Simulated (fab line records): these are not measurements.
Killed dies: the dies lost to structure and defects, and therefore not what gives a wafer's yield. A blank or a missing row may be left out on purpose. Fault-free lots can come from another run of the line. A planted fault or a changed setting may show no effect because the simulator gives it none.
fab line records	flow n5_finfet
[record] lots = 6	wafers = 18	last_day = 17
route steps=1938 shown BEOL_M12@1647 BEOL_M13@1659
lots that met no fault: from a run of the same line without faults
start_h: the number of hours between the record's first day and the start of the first shown wafer of the lot	wait_h: time in hours since the lot's previous step	" unchanged from the row above	L1.1+2: several wafers, shown together as one row	- no value, or no start given	* or withheld: withheld	< > ~ a bound
route shown NAME@n: a module of which the file shows steps, and the number in the route of the first	usual: mean/standard deviation taken from wafers without a fault	same: alike in all rows	chamber/n: place in a boat	sites: each site's reading	_std_site: the values' standard deviation	_edge_site: the outer-site mean with the inner-site mean subtracted	radius_mm: for every site, how far away it sits from the centre of the wafer	mask NAME#n: copy n	behind: the last tool/chamber to shape the wafer	hold: cause of the lot's hold/its duration in hours/its outcome	device: the n, p or np transistor that did not switch	end of line: tests run on the same wafers once the route is complete	a step without rows: its recipe alone	killed: the dies lost at the first sort to structure and to defects; this is not the yield of the wafer	map: a wafer's dies, x killed, . not, _ none there
set.NAME: the setting the step ran with; set.NAME@STEP: the setting that earlier step ran with	model.NAME: the simulator's own value behind a step, which no gauge read
lots at some steps of the route; a table a step, a row a wafer
services: from which hour (start_h, from the record's first day; less than 0 if before it) a tool's chamber was out of use, for how many hours, and why
[[steps]]
[step N5_BEOL_M12_PRE_CLEAN_42]
[recipe] gas = H2/He	time_s = 30	temp_c = 250
[step N5_BEOL_M12_SPUTTER_43]
[recipe] material = TaN	target_thk_a = 150	temp_c = 50	bias_v = 168.6	power_w = 15000	chamber_pressure_pa = 0.12	time_s = 24.19
[step N5_BEOL_M12_SPUTTER_44]
[recipe] material = Ta	target_thk_a = 100	temp_c = 50	bias_v = 80	power_w = 15000	chamber_pressure_pa = 0.07	time_s = 16.13
[usual] throttle_valve_pct = 30.2/0.88
lot.wafer	tool	chamber	start_h	wait_h	throttle_valve_pct
L433.2	pvd_sputter-03	-	251.65	0.0	28.5
L433.3	"	-	"	"	31.3
L433.5	"	-	"	"	30.6
L434.1	pvd_sputter-03	-	276.01	0.0	30.6
L434.2	"	-	"	"	30.4
L434.6	"	-	"	"	31.1
L443.2	pvd_sputter-02	-	332.63	0.0	30.3
L443.3	"	-	"	"	31.4
L443.5	"	-	"	"	30.2
L444.1	pvd_sputter-02	-	337.57	0.0	30.1
L444.4	"	-	"	"	29.7
L444.5	"	-	"	"	29.3
L448.2	pvd_sputter-02	-	366.09	0.0	29.9
L448.5	"	-	"	"	31.3
L448.6	"	-	"	"	29.7
L450.2	pvd_sputter-02	-	375.61	0.0	29.6
L450.4	"	-	"	"	29.9
L450.5	"	-	"	"	31.4
[step N5_BEOL_M12_SPUTTER_45]
[recipe] material = Cu	target_thk_a = 800	temp_c = -20	bias_v = 60	power_w = 26000	chamber_pressure_pa = 0.13	time_s = 13.33
[usual] throttle_valve_pct = 30.2/0.89
lot.wafer	tool	chamber	start_h	wait_h	throttle_valve_pct
L433.2	pvd_sputter-03	-	251.73	0.0	28.5
L433.3	"	-	"	"	30.8
L433.5	"	-	"	"	30.6
L434.1	pvd_sputter-03	-	276.09	0.0	30.3
L434.2	"	-	"	"	30.6
L434.6	"	-	"	"	31.0
L443.2	pvd_sputter-02	-	332.71	0.0	30.1
L443.3	"	-	"	"	31.4
L443.5	"	-	"	"	30.4
L444.1	pvd_sputter-02	-	337.65	0.0	30.1
L444.4	"	-	"	"	29.7
L444.5	"	-	"	"	29.6
L448.2	pvd_sputter-02	-	366.17	0.0	30.4
L448.5	"	-	"	"	31.2
L448.6	"	-	"	"	29.6
L450.2	pvd_sputter-02	-	375.69	0.0	29.4
L450.4	"	-	"	"	29.4
L450.5	"	-	"	"	31.3
[step N5_BEOL_M12_ECD_47]
[recipe] material = Cu	target_thk_a = 7200
[step N5_BEOL_M12_ANNEAL_48]
[recipe] temp_c = 225	time_s = 90	ambient = N2
[step N5_BEOL_M12_CMP_49]
[recipe] stop_on = SiOC	t_overpolish_s = 20.6	down_force_psi = 1	platen_rpm = 50	clearing_platen_down_force_psi = 1.5	clearing_platen_rpm = 50	post_cmp_clean = cu_alkaline	target_thk_nm = 320	clearing_platen_pad_velocity_m_s = 0.99484	pad_velocity_m_s = 0.99484
[step N5_BEOL_M12_THK_MEAS_50]
[recipe] thk_meas_gauge = xrf	reads = Cu_of_BEOL_M12_ECD_47
[usual] M12_THK = 326/4
lot.wafer	tool	chamber	start_h	wait_h	M12_THK[nm]
L433.2	film_metro-02	-	252.75	-	324
L433.3	"	-	"	"	325
L433.5	"	-	"	"	328
L434.1	film_metro-01	-	276.95	-	328
L434.2	"	-	"	"	326
L434.6	"	-	"	"	324
L443.2	film_metro-02	-	334.66	-	322
L443.3	"	-	"	"	333
L443.5	"	-	"	"	326
L444.1	film_metro-01	-	338.50	-	327
L444.4	"	-	"	"	324
L444.5	"	-	"	"	328
L448.2	film_metro-02	-	367.02	-	327
L448.5	"	-	"	"	330
L448.6	"	-	"	"	328
L450.2	film_metro-01	-	376.73	-	329
L450.4	"	-	"	"	331
L450.5	"	-	"	"	326
[step N5_BEOL_M12_PRE_CLEAN_52]
[recipe] gas = NH3	time_s = 15	temp_c = withheld	rf_power_w = 300
[step N5_BEOL_M12_DEP_53]
[recipe] material = SiCN	target_thk_a = 300	temp_c = withheld	precursor = 3MS/NH3	pressure_torr = 3	rf_w = 675	time_s = 10.5
[step N5_BEOL_M12_RS_MEAS_54]
[recipe] thk_meas_gauge = four-point-probe	reads = Cu_of_BEOL_M12_ECD_47+Ta_of_BEOL_M12_SPUTTER_44+TaN_of_BEOL_M12_SPUTTER_43
[usual] M12_RS = 0.0596/0.00062
lot.wafer	tool	chamber	start_h	wait_h	M12_RS[ohm/sq]
L433.2	film_metro-01	-	252.88	0.0	0.0604
L433.3	"	-	"	"	0.0597
L433.5	"	-	"	"	0.0593
L434.1	film_metro-02	-	277.07	0.0	0.0594
L434.2	"	-	"	"	0.0597
L434.6	"	-	"	"	0.0599
L443.2	film_metro-02	-	334.79	0.0	0.0606
L443.3	"	-	"	"	0.0585
L443.5	"	-	"	"	0.0602
L444.1	film_metro-02	-	338.63	0.0	0.0592
L444.4	"	-	"	"	0.0599
L444.5	"	-	"	"	0.0591
L448.2	film_metro-01	-	367.15	0.0	0.0602
L448.5	"	-	"	"	0.0600
L448.6	"	-	"	"	0.0601
L450.2	film_metro-02	-	376.86	0.0	0.0599
L450.4	"	-	"	"	0.0596
L450.5	"	-	"	"	0.0600
[step N5_BEOL_M12_INSPECT_55]
[recipe] inspect_instrument = darkfield	mode = post_dep
[usual] raw_defect_count = 68/23
lot.wafer	tool	chamber	start_h	wait_h	raw_defect_count
L433.2	defect_inspect-01	-	252.92	0.0	44
L433.3	"	-	"	"	48
L433.5	"	-	"	"	49
L434.1	defect_inspect-02	-	277.10	0.0	87
L434.2	"	-	"	"	110
L434.6	"	-	"	"	101
L443.2	defect_inspect-01	-	334.81	0.0	48
L443.3	"	-	"	"	57
L443.5	"	-	"	"	62
L444.1	defect_inspect-01	-	338.65	0.0	71
L444.4	"	-	"	"	65
L444.5	"	-	"	"	60
L448.2	defect_inspect-01	-	367.18	0.0	112
L448.5	"	-	"	"	35
L448.6	"	-	"	"	75
L450.2	defect_inspect-02	-	376.88	0.0	52
L450.4	"	-	"	"	81
L450.5	"	-	"	"	53
[step N5_BEOL_M13_ILD_DEP_00]
[recipe] material = SiOC	target_thk_a = 8379.2	temp_c = 350	precursor = DEMS/O2	pressure_torr = 5	rf_w = 500	time_s = 166.4
[usual] heater_power_w = 487/74	rf_fwd_power_W = 498.1/1.8	showerhead_plenum_p_Torr = 5.700/0.016	throttle_valve_pct = 11.9/0.66
lot.wafer	tool	chamber	start_h	wait_h	heater_power_w	rf_fwd_power_W	showerhead_plenum_p_Torr	throttle_valve_pct
L433.2	pecvd-03	2	252.96	0.0	583	496.3	5.717	11.5
L433.3	"	0	"	"	499	498.3	5.713	11.4
L433.5	"	2	"	"	600	500.7	5.702	11.3
L434.1	pecvd-01	2	277.13	0.0	480	500.7	5.704	11.2
L434.2	"	1	"	"	427	496.3	5.721	11.7
L434.6	"	0	"	"	431	498.2	5.707	12.8
L443.2	pecvd-03	2	334.85	0.0	505	499.1	5.691	11.5
L443.3	"	0	"	"	500	498.3	5.718	11.6
L443.5	"	2	"	"	565	500.2	5.696	11.4
L444.1	pecvd-03	2	338.69	0.0	604	499.1	5.702	11.6
L444.4	"	2	"	"	494	498.1	5.690	11.6
L444.5	"	0	"	"	507	498.4	5.713	11.3
L448.2	pecvd-02	1	367.21	0.0	460	497.2	5.700	12.8
L448.5	"	0	"	"	650	497.9	5.666	13.3
L448.6	"	1	"	"	478	497.5	5.682	12.9
L450.2	pecvd-01	2	376.92	0.0	493	500.4	5.701	11.7
L450.4	"	0	"	"	553	500.2	5.701	12.9
L450.5	"	1	"	"	451	496.4	5.690	11.7
[step N5_BEOL_M13_THK_MEAS_01]
[recipe] reads = SiOC_of_BEOL_M13_ILD_DEP_00
[usual] M13_ILD_THK = 835/9.9
lot.wafer	tool	chamber	start_h	wait_h	M13_ILD_THK[nm]
L433.2	film_metro-02	-	253.11	0.1	822
L433.3	"	-	"	"	821
L433.5	"	-	"	"	836
L434.1	film_metro-02	-	277.29	0.1	828
L434.2	"	-	"	"	829
L434.6	"	-	"	"	839
L443.2	film_metro-01	-	335.00	0.1	661
L443.3	"	-	"	"	832
L443.5	"	-	"	"	676
L444.1	film_metro-02	-	338.84	0.1	653
L444.4	"	-	"	"	663
L444.5	"	-	"	"	834
L448.2	film_metro-02	-	367.36	0.1	830
L448.5	"	-	"	"	835
L448.6	"	-	"	"	853
L450.2	film_metro-02	-	377.07	0.1	827
L450.4	"	-	"	"	845
L450.5	"	-	"	"	830
[step N5_BEOL_M13_COAT_58]
[recipe] resist = BARC	temp_c = 205	time_s = 60	spin_rpm = 1500	resist_thk_nm = 89
[step N5_BEOL_M13_COAT_04]
[recipe] spin_rpm = 1625	resist_thk_nm = 400
[step N5_BEOL_M13_EBR_06]
[recipe] solvent = PGMEA	ebr_width_mm = 1.5
[step N5_BEOL_M13_SOFTBAKE_05]
[recipe] temp_c = 130	time_s = 60
[step N5_BEOL_M13_EXPOSE_07]
[recipe] mask_id = V12	na = 0.93	source_shape = conventional	sigma_outer = 0.6	polarization = unpolarized	attpsm_phase_deg = 180	dose_mj = 24.8
[step N5_BEOL_M13_PEB_08]
[recipe] peb_temp_c = 130	peb_time_s = 90
[step N5_BEOL_M13_DEVELOP_09]
[recipe] develop_time_s = 45	rinse_liquid = diw	dry = air_spin	dev_temp_c = 21
[step N5_BEOL_M13_HARDBAKE_14]
[recipe] temp_c = 130	time_s = 120
[step N5_BEOL_M13_CD_MEAS_10]
[recipe] target_cd_nm = 190	landing_energy_ev = 500	detector = se_inlens	polarity = opening
[usual] cd_nm = 190.0/1.1
lot.wafer	tool	chamber	start_h	wait_h	cd_nm
L433.2	cd_sem-03	0	253.41	-	189.3
L433.3	"	0	"	"	189.8
L433.5	"	0	"	"	189.4
L434.1	cd_sem-02	0	277.59	-	189.2
L434.2	"	0	"	"	190.2
L434.6	"	0	"	"	190.8
L443.2	cd_sem-01	0	335.30	-	189.6
L443.3	"	0	"	"	190.0
L443.5	"	0	"	"	189.8
L444.1	cd_sem-01	0	339.27	-	189.2
L444.4	"	0	"	"	190.8
L444.5	"	0	"	"	190.7
L448.2	cd_sem-03	0	367.67	-	191.1
L448.5	"	0	"	"	191.1
L448.6	"	0	"	"	191.3
L450.2	cd_sem-01	0	377.37	-	191.2
L450.4	"	0	"	"	192.7
L450.5	"	0	"	"	193.0
[step N5_BEOL_M13_OVL_MEAS_11]
[recipe] points_per_wafer = 44
[usual] V12_OVL = -3/6
lot.wafer	tool	chamber	start_h	wait_h	V12_OVL[nm]
L433.2	overlay-01	0	253.44	0.0	2
L433.3	"	0	"	"	0
L433.5	"	0	"	"	2
L434.1	overlay-02	0	277.62	0.0	-1
L434.2	"	0	"	"	5
L434.6	"	0	"	"	2
L443.2	overlay-02	0	335.33	0.0	-4
L443.3	"	0	"	"	3
L443.5	"	0	"	"	-3
L444.1	overlay-02	0	339.30	0.0	1
L444.4	"	0	"	"	-3
L444.5	"	0	"	"	-4
L448.2	overlay-02	0	367.70	0.0	-18
L448.5	"	0	"	"	-10
L448.6	"	0	"	"	-20
L450.2	overlay-01	0	377.40	0.0	1
L450.4	"	0	"	"	8
L450.5	"	0	"	"	-3
[step N5_BEOL_M13_INSPECT_12]
[recipe] mode = adi	inspect_instrument = macro
[usual] raw_defect_count = 2.1/1.5
lot.wafer	tool	chamber	start_h	wait_h	raw_defect_count
L433.2	defect_inspect-01	-	253.47	0.0	1
L433.3	"	-	"	"	2
L433.5	"	-	"	"	4
L434.1	defect_inspect-02	-	277.64	0.0	1
L434.2	"	-	"	"	3
L434.6	"	-	"	"	0
L443.2	defect_inspect-02	-	335.36	0.0	3
L443.3	"	-	"	"	5
L443.5	"	-	"	"	2
L444.1	defect_inspect-01	-	339.32	0.0	2
L444.4	"	-	"	"	4
L444.5	"	-	"	"	5
L448.2	defect_inspect-02	-	367.72	0.0	4
L448.5	"	-	"	"	4
L448.6	"	-	"	"	0
L450.2	defect_inspect-01	-	377.43	0.0	3
L450.4	"	-	"	"	1
L450.5	"	-	"	"	1
[step N5_BEOL_M13_DESCUM_15]
[recipe] chemistry = O2	time_s = 7.9	source_power_w = 50	bias_power_w = 20	pressure_mtorr = 20	rf_frequency_hz = 2.712e+07	temp_c = 40	o2_flow_sccm = 225
[step N5_BEOL_M13_ETCH_59]
[recipe] chemistry = N2/H2	target = BARC	target_depth_a = 890	overetch_a = 267	time_s = 67.9	ion_energy_ev = 200	pressure_mtorr = 30	source_w = 840	bias_w = 150	n2_flow_sccm = 200	h2_flow_sccm = 200
[step N5_BEOL_M13_VIA_ETCH_16]
[recipe] chemistry = C4F8/O2/Ar	target = SiOC	pressure_mtorr = 30	source_w = 3000	bias_w = 700	Ar_flow_sccm = 400	C4F8_flow_sccm = 15	O2_flow_sccm = 8	he_inner_torr = 15	he_outer_torr = 30	target_depth_a = 9217	time_s = withheld	ion_energy_ev = 250	ends = cleared
[usual] C4F8_flow_sccm = 15.00/0.045	drypump_motor_current_A = 5.7/0.48	oes_product_au = 0.73/0.054	rf_fwd_power_W = 2993/9	rf_vpp_V = 666.8/2.8	showerhead_plenum_p_Torr = 3.46/0.099	throttle_valve_pct = 24.14/0.19
lot.wafer	tool	chamber	start_h	wait_h	C4F8_flow_sccm	drypump_motor_current_A	oes_product_au	rf_fwd_power_W	rf_vpp_V	showerhead_plenum_p_Torr	throttle_valve_pct
L433.2	rie_diel-02	3	253.59	0.0	14.94	4.9	0.61	2996	667.7	3.49	24.34
L433.3	"	0	"	"	14.99	6.1	0.67	2989	668.5	3.53	23.75
L433.5	"	3	"	"	14.98	4.9	0.61	2990	667.9	3.49	24.33
L434.1	rie_diel-01	3	277.76	0.0	15.00	5.5	0.77	2992	666.7	3.47	24.19
L434.2	"	0	"	"	14.95	5.8	0.73	2998	670.8	3.60	24.38
L434.6	"	0	"	"	14.96	5.8	0.73	3003	671.1	3.60	24.37
L443.2	rie_diel-02	1	335.48	0.0	15.00	5.8	0.79	3017	663.9	3.35	24.38
L443.3	"	0	"	"	14.98	6.1	0.65	2991	668.6	3.51	23.80
L443.5	"	0	"	"	14.98	6.1	0.64	2997	667.7	3.51	23.79
L444.1	rie_diel-01	2	339.65	0.0	14.97	4.9	0.69	2980	661.1	3.29	23.89
L444.4	"	1	"	"	14.99	5.7	0.65	2981	664.9	3.40	24.15
L444.5	"	3	"	"	15.00	5.5	0.75	3000	666.0	3.46	24.20
L448.2	rie_diel-01	2	367.84	0.0	15.04	4.8	0.70	2999	662.2	3.28	23.90
L448.5	"	0	"	"	14.93	5.8	0.71	2989	670.2	3.58	24.39
L448.6	"	3	"	"	14.96	5.5	0.74	2990	667.1	3.45	24.24
L450.2	rie_diel-03	1	377.55	0.0	15.02	6.6	0.87	3000	667.7	3.48	23.94
L450.4	"	0	"	"	14.97	5.7	0.77	2998	663.1	3.33	23.73
L450.5	"	2	"	"	15.05	6.4	0.72	2988	671.1	3.58	24.10
[step N5_BEOL_M13_STRIP_63]
[recipe] chemistry = N2/H2	power_w = 1000	temp_c = 250	h2_frac = 0.65	overash_fraction = 0.3	pressure_mtorr = 1000	n2_flow_sccm = 1750	h2_flow_sccm = 3250
[usual] drypump_motor_current_A = 5.9/0.47	h2_flow_sccm = 3248/9.9	heater_power_w = 369/27	oes_product_au = 0.675/0.0049	strip_time_to_endpoint_s = 28.0/0.99
lot.wafer	tool	chamber	start_h	wait_h	drypump_motor_current_A	h2_flow_sccm	heater_power_w	oes_product_au	rf_hours_counter_h	strip_time_to_endpoint_s
L433.2	plasma_asher-02	0	253.82	-	5.5	3254	385	0.679	110	30.2
L433.3	"	1	"	"	6.1	3249	380	0.669	-	29.3
L433.5	"	0	"	"	5.5	3236	395	0.679	-	28.7
L434.1	plasma_asher-02	1	278.00	-	6.2	3249	380	0.679	114	28.7
L434.2	"	0	"	"	5.5	3254	385	0.685	114	28.3
L434.6	"	1	"	"	6.1	3240	368	0.672	-	27.0
L443.2	plasma_asher-01	0	335.75	-	6.5	3256	379	0.672	102	27.3
L443.3	"	0	"	"	6.5	3239	384	0.668	-	28.0
L443.5	"	1	"	"	5.5	3262	320	0.678	-	26.1
L444.1	plasma_asher-01	1	339.89	-	5.5	3265	312	0.679	103	27.9
L444.4	"	0	"	"	6.6	3249	380	0.678	-	27.4
L444.5	"	1	"	"	5.5	3252	327	0.670	-	28.2
L448.2	plasma_asher-01	1	368.08	-	5.5	3255	324	0.674	109	28.2
L448.5	"	0	"	"	6.6	3255	386	0.677	-	28.1
L448.6	"	1	"	"	5.5	3250	322	0.670	-	26.9
L450.2	plasma_asher-01	1	377.78	-	5.5	3250	322	0.677	111	28.1
L450.4	"	1	"	"	5.5	3245	330	0.681	-	27.2
L450.5	"	1	"	"	5.5	3249	318	0.672	-	28.1
[step N5_BEOL_M13_STRIP_64]
[recipe] chemistry = N2/H2	power_w = 1000	temp_c = 250	h2_frac = 0.65	overash_fraction = 0.3	pressure_mtorr = withheld	n2_flow_sccm = 1750	h2_flow_sccm = 3250
[usual] drypump_motor_current_A = 5.9/0.47	h2_flow_sccm = 3252/8.9	heater_power_w = 368/27	oes_product_au = 0.714/0.0044	strip_time_to_endpoint_s = 31.35/0.085
lot.wafer	tool	chamber	start_h	wait_h	drypump_motor_current_A	h2_flow_sccm	heater_power_w	oes_product_au	rf_hours_counter_h	strip_time_to_endpoint_s
L433.2	plasma_asher-02	0	253.88	0.0	5.4	3250	388	0.715	110	31.37
L433.3	"	1	"	"	6.2	3257	375	0.714	-	31.49
L433.5	"	0	"	"	5.5	3239	382	0.715	-	31.39
L434.1	plasma_asher-02	1	278.06	0.0	6.2	3255	376	0.713	114	31.33
L434.2	"	0	"	"	5.5	3244	387	0.717	114	31.38
L434.6	"	1	"	"	6.2	3259	388	0.715	-	31.35
L443.2	plasma_asher-01	0	335.81	0.0	6.6	3237	381	0.721	102	31.48
L443.3	"	0	"	"	6.6	3245	379	0.707	-	31.55
L443.5	"	1	"	"	5.5	3267	316	0.716	-	31.45
L444.1	plasma_asher-01	1	339.95	0.0	5.5	3250	319	0.713	103	31.31
L444.4	"	0	"	"	6.6	3244	377	0.717	-	31.44
L444.5	"	1	"	"	5.5	3248	324	0.711	-	31.43
L448.2	plasma_asher-01	1	368.14	0.0	5.5	3259	315	0.711	109	31.37
L448.5	"	0	"	"	6.6	3256	383	0.714	-	31.43
L448.6	"	1	"	"	5.5	3268	323	0.715	-	31.44
L450.2	plasma_asher-01	1	377.84	0.0	5.5	3248	322	0.713	112	31.27
L450.4	"	1	"	"	5.5	3255	323	0.713	-	31.33
L450.5	"	1	"	"	5.5	3257	319	0.722	-	31.28
[step N5_BEOL_M13_STRIP_71]
[recipe] chemistry = post_etch_residue_remover	time_s = 60	temp_c = 25	remover_ph = withheld	remover_water_wt_pct = withheld	remover_fluoride_wt_pct = withheld
[step N5_BEOL_M13_SRD_72]
[recipe] time_s = 30	temp_c = 23	rinse_liquid = diw	dry = n2_spin	spin_rpm = 1500	dry_time_s = 30
[step N5_BEOL_M13_CD_MEAS_17]
[recipe] target_cd_nm = 190	polarity = opening
[usual] cd_nm = 190.3/1.3
lot.wafer	tool	chamber	start_h	wait_h	cd_nm
L433.2	cd_sem-02	-	254.03	0.0	189.6
L433.3	"	-	"	"	190.6
L433.5	"	-	"	"	189.5
L434.1	cd_sem-03	-	278.22	0.0	190.0
L434.2	"	-	"	"	191.8
L434.6	"	-	"	"	190.9
L443.2	cd_sem-01	-	335.96	0.0	188.8
L443.3	"	-	"	"	190.8
L443.5	"	-	"	"	189.8
L444.1	cd_sem-03	-	340.10	0.0	190.6
L444.4	"	-	"	"	189.8
L444.5	"	-	"	"	189.9
L448.2	cd_sem-02	-	368.28	0.0	192.0
L448.5	"	-	"	"	191.7
L448.6	"	-	"	"	191.6
L450.2	cd_sem-01	-	378.03	0.0	191.6
L450.4	"	-	"	"	192.6
L450.5	"	-	"	"	193.9
[step N5_BEOL_M13_COAT_65]
[recipe] resist = SOC	temp_c = 250	time_s = 60	spin_rpm = 1500	resist_thk_nm = 350
[step N5_BEOL_M13_COAT_66]
[recipe] resist = SiARC	temp_c = 220	time_s = 60	spin_rpm = 1500	resist_thk_nm = 110
[step N5_BEOL_M13_COAT_22]
[recipe] spin_rpm = 2888	resist_thk_nm = 300
[step N5_BEOL_M13_EBR_24]
[recipe] solvent = PGMEA	ebr_width_mm = 1.5
[step N5_BEOL_M13_SOFTBAKE_23]
[recipe] temp_c = 130	time_s = 60
[step N5_BEOL_M13_EXPOSE_25]
[recipe] mask_id = M13	na = 0.93	source_shape = conventional	sigma_outer = 0.4	polarization = unpolarized	target_cd_nm = 210	dose_mj = 22
[step N5_BEOL_M13_PEB_26]
[recipe] peb_temp_c = 130	peb_time_s = 90
[step N5_BEOL_M13_DEVELOP_27]
[recipe] develop_time_s = 45	rinse_liquid = diw	dry = air_spin	dev_temp_c = 21
[step N5_BEOL_M13_HARDBAKE_32]
[recipe] temp_c = 130	time_s = 120
[step N5_BEOL_M13_OCD_MEAS_35]
[usual] trench_depth_nm = 414/4.6
lot.wafer	tool	chamber	start_h	wait_h	trench_depth_nm
L433.2	ocd-01	-	255.15	0.0	417
L433.3	"	-	"	"	418
L433.5	"	-	"	"	415
L434.1	ocd-02	-	279.21	0.0	416
L434.2	"	-	"	"	414
L434.6	"	-	"	"	413
L443.2	ocd-02	-	337.11	0.0	182
L443.3	"	-	"	"	422
L443.5	"	-	"	"	181
L444.1	ocd-01	-	341.76	0.0	182
L444.4	"	-	"	"	185
L444.5	"	-	"	"	416
L448.2	ocd-02	-	369.28	0.0	415
L448.5	"	-	"	"	420
L448.6	"	-	"	"	417
L450.2	ocd-01	-	379.21	0.0	411
L450.4	"	-	"	"	418
L450.5	"	-	"	"	418
[step N5_BEOL_M13_THK_MEAS_50]
[recipe] thk_meas_gauge = xrf	reads = Cu_of_BEOL_M13_ECD_47
[usual] M13_THK = 425/6
lot.wafer	tool	chamber	start_h	wait_h	M13_THK[nm]
L433.2	film_metro-02	-	262.14	-	431
L433.3	"	-	"	"	429
L433.5	"	-	"	"	427
L434.1	film_metro-01	-	280.88	-	429
L434.2	"	-	"	"	428
L434.6	"	-	"	"	428
L443.2	film_metro-02	-	339.13	-	-
L443.3	"	-	"	"	430
L443.5	"	-	"	"	-
L444.1	film_metro-01	-	345.44	0.2	-
L444.4	"	-	"	"	-
L444.5	"	-	"	"	428
L448.2	film_metro-01	-	373.02	-	432
L448.5	"	-	"	"	436
L448.6	"	-	"	"	431
L450.2	film_metro-01	-	380.86	-	425
L450.4	"	-	"	"	432
L450.5	"	-	"	"	434
[step N5_BEOL_M13_RS_MEAS_54]
[recipe] thk_meas_gauge = four-point-probe	reads = Cu_of_BEOL_M13_ECD_47+Ta_of_BEOL_M13_SPUTTER_44+TaN_of_BEOL_M13_SPUTTER_43
[usual] M13_RS = 0.0450/0.00052
lot.wafer	tool	chamber	start_h	wait_h	M13_RS[ohm/sq]
L433.2	film_metro-01	-	262.27	0.1	0.0446
L433.3	"	-	"	"	0.0446
L433.5	"	-	"	"	0.0448
L434.1	film_metro-01	-	281.01	0.0	0.0448
L434.2	"	-	"	"	0.0450
L434.6	"	-	"	"	0.0451
L443.2	film_metro-01	-	339.26	0.1	-
L443.3	"	-	"	"	0.0442
L443.5	"	-	"	"	-
L444.1	film_metro-02	-	345.59	0.1	-
L444.4	"	-	"	"	-
L444.5	"	-	"	"	0.0447
L448.2	film_metro-01	-	373.15	0.1	0.0446
L448.5	"	-	"	"	0.0441
L448.6	"	-	"	"	0.0444
L450.2	film_metro-01	-	380.99	0.1	0.0454
L450.4	"	-	"	"	0.0445
L450.5	"	-	"	"	0.0445
[[services]]
tool	chamber	start_h	hours	kind
plasma_asher-01	-	232.71	0.5	repair
rie_diel-03	0	240.51	12.8	repair
rie_diel-02	3	256.42	2.8	repair
rie_diel-02	2	267.02	6.3	repair
pecvd-03	-	268.76	0.7	repair
pecvd-03	-	270.53	0.7	repair
pecvd-03	2	273.06	3.7	repair
pecvd-02	2	273.24	6.8	repair
pecvd-01	1	289.93	18.0	repair
pecvd-01	0	293.05	6.1	repair
rie_diel-01	0	301.30	18.0	repair
rie_diel-01	2	304.72	3.9	repair
pecvd-03	-	307.08	2.8	pm
pecvd-03	0	315.04	5.0	scheduled_down
rie_diel-02	-	315.20	0.5	repair
pecvd-01	2	315.64	3.9	repair
pecvd-01	-	318.23	0.4	repair
plasma_asher-02	-	332.21	4.7	repair
rie_diel-02	2	334.70	5.6	repair
plasma_asher-01	-	337.48	0.4	repair
pecvd-03	2	345.36	5.5	scheduled_down
rie_diel-03	-	349.76	2.8	pm
rie_diel-03	2	355.42	7.3	repair
rie_diel-02	1	363.63	4.7	repair
[[key]]
[first_sign] step = N5_BEOL_M13_THK_MEAS_01	reading = M13_ILD_THK	direction = down	sigmas = 17	usual = 835	struck = 663
[effect] step = N5_BEOL_M13_OCD_MEAS_35	reading = trench_depth_nm	direction = down	sigmas = 51	usual = 414	struck = 183
[effect] step = N5_BEOL_M13_THK_MEAS_50	reading = M13_THK	direction = missing
[effect] step = N5_BEOL_M13_RS_MEAS_54	reading = M13_RS	direction = missing
met_at N5_BEOL_M13_ILD_DEP_00
struck_wafers L443.2,L443.5,L444.1,L444.4
sort_left_out L443.2,L443.5,L444.1,L444.4
onset_between 252.96 334.85
[fault] kind = site_profile_drift	tool = pecvd-03	chamber = 2	onset_h = 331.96	steps = N5_BEOL_M13_ILD_DEP_00	basis = fraction	max_abs_drift = 0.47836	slope_share_per_hr = 106.3	site_pattern = 0,0,0,0,0,-1,-1,-1,-1
// sort_left_out: the simulated sort isn't trusted on such a fault, so these wafers' sort isn't shown, and their yield isn't known
